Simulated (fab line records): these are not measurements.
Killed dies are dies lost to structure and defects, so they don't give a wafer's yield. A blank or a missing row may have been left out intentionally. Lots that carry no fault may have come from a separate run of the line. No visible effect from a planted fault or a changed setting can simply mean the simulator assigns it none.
A lot that was struck, set against a sound lot || flow nand_harc || 15 out of 1302 route steps
Sound: the wafers L936.1, L936.4, L936.5. Struck: wafers L930.2, L930.3, L930.6. Last of all comes the cause.
For every step that has rows: the tool of each side, followed by ch and its chambers, followed by its first start. Under that, the readings that differ: sound wafers || struck wafers || difference of the means || sigmas: that difference in standard deviations of wafers without a fault.
alike: a reading whose means differ by less than 2 such deviations, as well as words and numbers matching on both sides. not compared: withheld readings; readings where some wafer has no value; bounds like >300 that might hide an equal value; numbers whose values overlap and for which the record gives no deviation.
The two part at a step that has a row with sigmas, a row that says differs or no value, or rows on one side only. Numbers that have no deviation but don't overlap get no sigmas and don't part them. A reading that every wafer of one side lacks parts them only if that side has two wafers or more.

first, 4 steps without rows for these wafers: NHARC_A_ZERO_WELL_STRIP_14 (strips in SPM, time 900 s); NHARC_A_ZERO_WELL_IMPLANT_15; NHARC_A_ZERO_WELL_PRECLEAN_22 (cleans in SC1, time 60 s); NHARC_A_ZERO_WELL_SRD_23.
NHARC_A_ZERO_WELL_RTA_16: time 10 s.
  sound on rtp_anneal-02 ch 0, day 11 04:04; struck on rtp_anneal-01 ch 0, day 8 12:37
{"reading": "lamp_power_pct (%)", "sound": "26.0 26.0 26.0", "struck": "31.9 31.9 31.9", "difference": "+5.9", "sigmas": "+2"}
  alike: wafer_temp_C_max
NHARC_A_ZERO_WELL_INSPECT_17:
  sound on defect_inspect-01, day 11 04:16; struck on defect_inspect-02, day 8 12:47
  alike: raw_defect_count
then, 3 steps without rows for these wafers: NHARC_A_SOURCE_PLATE_PRECLEAN_00 (cleans in HF-LAST, time 60 s); NHARC_A_SOURCE_PLATE_SRD_01; NHARC_A_SOURCE_PLATE_OXIDE_02 (material SiO2, target thk 10 nm, ox time 1362 s).
NHARC_A_SOURCE_PLATE_THK_MEAS_09: measures by ellipsometry.
  sound on film_metro-02, day 11 11:04; struck on film_metro-01, day 8 20:06
  alike: thk_nm
then, 1 step without rows for these wafers: NHARC_A_SOURCE_PLATE_PVD_04 (deposits WSi2, target thk 50 nm).
NHARC_A_SOURCE_PLATE_CVD_03: deposits poly-Si, target thk 200 nm, time 4000 s.
  sound on lpcvd_poly-01 ch 0, day 11 13:38; struck on lpcvd_poly-01 ch 0, day 8 22:41
{"reading": "spike_tc_bottom_C (C)", "sound": "644.0 642.5 642.4", "struck": "661.2 659.8 660.5", "difference": "+17.5", "sigmas": "+8"}
{"reading": "spike_tc_centre_C (C)", "sound": "621.9 622.5 621.8", "struck": "637.3 638.2 638.0", "difference": "+15.8", "sigmas": "+12"}
{"reading": "spike_tc_lower_C (C)", "sound": "621.4 621.6 618.4", "struck": "638.3 637.8 637.8", "difference": "+17.5", "sigmas": "+19"}
{"reading": "spike_tc_top_C (C)", "sound": "637.2 636.7 639.3", "struck": "655.4 656.0 654.2", "difference": "+17.5", "sigmas": "+12"}
{"reading": "spike_tc_upper_C (C)", "sound": "620.3 622.4 621.4", "struck": "638.1 637.0 636.9", "difference": "+16.0", "sigmas": "+12"}
then, 1 step without rows for these wafers: NHARC_A_SOURCE_PLATE_ANNEAL_05 (time 1800 s).
NHARC_A_SOURCE_PLATE_THK_MEAS_06: measures by ellipsometry.
  sound on film_metro-02, day 12 00:05; struck on film_metro-01, day 9 08:42
{"reading": "thk_nm (nm)", "sound": "200.1 198.9 199.2", "struck": "293.4 294.0 292.2", "difference": "+93.8", "sigmas": "+39"}
-- break in the record here, with 17 days between the starts of the struck wafers on either side (left off in module A_SOURCE_PLATE, picked up again in module END, where the first step shown is number 1302 on the route) --
NHARC_END_SORT_01:
  at this point the record logs the struck wafers (prober-01 ch 0, day 26 01:07) and has no rows for the sound ones

## WHERE THEY PART
Earliest at NHARC_A_ZERO_WELL_RTA_16; latest, in this record, at NHARC_END_SORT_01.

WHY: the cause the simulator had injected
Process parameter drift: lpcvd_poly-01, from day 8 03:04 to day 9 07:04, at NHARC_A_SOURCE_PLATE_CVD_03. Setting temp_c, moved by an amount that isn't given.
